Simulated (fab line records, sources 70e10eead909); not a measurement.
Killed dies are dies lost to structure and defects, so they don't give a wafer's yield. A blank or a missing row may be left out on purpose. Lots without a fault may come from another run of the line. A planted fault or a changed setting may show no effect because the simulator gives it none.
Which tool did it? | flow nand_harc | 24 lots, 72 wafers sampled, at 1 step of a route of 1159

WHAT THE GAUGES READ, wafer by wafer
NHARC_A_CHANNEL_HOLE_D1_INSPECT_40. Usual: raw_defect_count 64, standard deviation 17.
lot  | measured     | on                | raw_defect_count | flag
L074 | day 9 01:44  | defect_inspect-02 | 69 63 75         |
L075 | day 9 03:23  | defect_inspect-01 | 66 63 71         |
L076 | day 9 06:04  | defect_inspect-02 | 42 64 61         |
L077 | day 9 07:35  | defect_inspect-02 | 62 52 63         |
L078 | day 9 10:04  | defect_inspect-02 | 57 33 83         |
L079 | day 9 16:16  | defect_inspect-01 | 35 46 37         |
L080 | day 10 00:44 | defect_inspect-02 | 67 48 52         |
L081 | day 10 08:31 | defect_inspect-01 | 61 70 70         |
L083 | day 10 20:21 | defect_inspect-01 | 39 63 67         |
L082 | day 10 20:34 | defect_inspect-02 | 63 85 71         |
L087 | day 11 23:11 | defect_inspect-01 | 97 77 86         |
L084 | day 12 00:10 | defect_inspect-02 | 81 67 91         |
L086 | day 12 03:20 | defect_inspect-02 | 93 79 91         |
L085 | day 12 04:19 | defect_inspect-02 | 53 42 68         |
L089 | day 12 12:32 | defect_inspect-01 | 67 73 70         |
L090 | day 12 13:26 | defect_inspect-01 | 64 66 57         |
L088 | day 12 17:59 | defect_inspect-01 | 51 59 69         |
L091 | day 12 18:29 | defect_inspect-01 | 29 39 55         |
L093 | day 13 07:02 | defect_inspect-02 | 51 73 78         |
L092 | day 13 07:22 | defect_inspect-02 | 74 87 64         |
L094 | day 13 11:15 | defect_inspect-02 | 86 71 75         |
L095 | day 13 19:34 | defect_inspect-01 | 76 88 83         |
L097 | day 14 02:09 | defect_inspect-01 | 45 38 41         |
L096 | day 14 06:20 | defect_inspect-01 | 59 53 45         |

WHICH TOOL RAN EACH LOT (tool, then ch and the chambers of the sampled wafers, then the start)
The record holds no process step before these readings.

WHAT THE TOOLS THEMSELVES READ (means of the sampled wafers that have a number; where no wafer has one, the mark that the record gives instead)
The record holds no such reading with a usual standard deviation.

THE ANSWER, worked out from the rows above alone
Rule: a lot is off if the mean of its wafers that have a number lies more than 3 standard deviations from the usual mean. A lot without any number at a reading at which 4 lots or more have one is off too. The other lots that the step has rows for count as sound. The gauges are gone through in route order, then the tools' own readings, and for those a lot's mean is taken as printed above. The first step at which some lot is off is used, and at that step the reading that is off furthest; a lot without a number counts as furthest.
No lot is off at any reading shown: from this, nothing can be told.

WHAT THE SIMULATOR HAD PUT IN
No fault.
